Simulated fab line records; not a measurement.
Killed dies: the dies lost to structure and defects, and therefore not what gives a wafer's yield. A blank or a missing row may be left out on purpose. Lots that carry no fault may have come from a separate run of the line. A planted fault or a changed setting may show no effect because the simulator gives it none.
Comparing a struck lot with a sound one ; flow nandHarc ; 4 steps out of a route of 1302
Sound: these wafers, L976.1, L976.5, L976.6. Wafers L971.4, L971.5, L971.6 were the ones struck. The cause is named last.
Order at every step that has rows: each side's tool, ch and its chambers, its first start. Under that, the readings that differ: sound wafers ; struck wafers ; difference of the means ; sigmas: that difference in standard deviations of wafers without a fault.
alike: same words and numbers on both sides, and readings whose means sit less than 2 such deviations apart. not compared: any withheld reading, any reading some wafer has no value for, any bound like >300 that may hide the same value, and any number with overlapping values for which the record gives no deviation.
Wherever a step has rows on one side only, a row that says differs or no value, or a row with sigmas, the two part there. Numbers that have no deviation but don't overlap get no sigmas and don't part them. A reading that every wafer of one side lacks parts them only if that side has two wafers or more.

NHARC_P_START_INSPECT_01:
  sound on defectInspect-01 at day 9 08:02; struck on defectInspect-02 at day 7 06:03
  alike: rawDefectCount
NHARC_P_ZERO_WELL_PRECLEAN_00: cleans in SPM, time 600 s.
  sound on wetBench-05 ch 0,1,6, day 9 08:08; struck on wetBench-06 ch 1,3,4, day 7 06:08
  no value came back on the struck wafers for bathGuardTempC (C), bathHeatDutyPct (%), timeS (s); on the sound wafers bathGuardTempC (C) reads 119.2 120.2 120.6
then, 2 steps without rows for these wafers: NHARC_P_ZERO_WELL_SRD_01; NHARC_END_SORT_01.

== WHERE THEY PART ==
Only at NHARC_P_ZERO_WELL_PRECLEAN_00, as far as this record shows.

WHY: the cause the simulator had injected
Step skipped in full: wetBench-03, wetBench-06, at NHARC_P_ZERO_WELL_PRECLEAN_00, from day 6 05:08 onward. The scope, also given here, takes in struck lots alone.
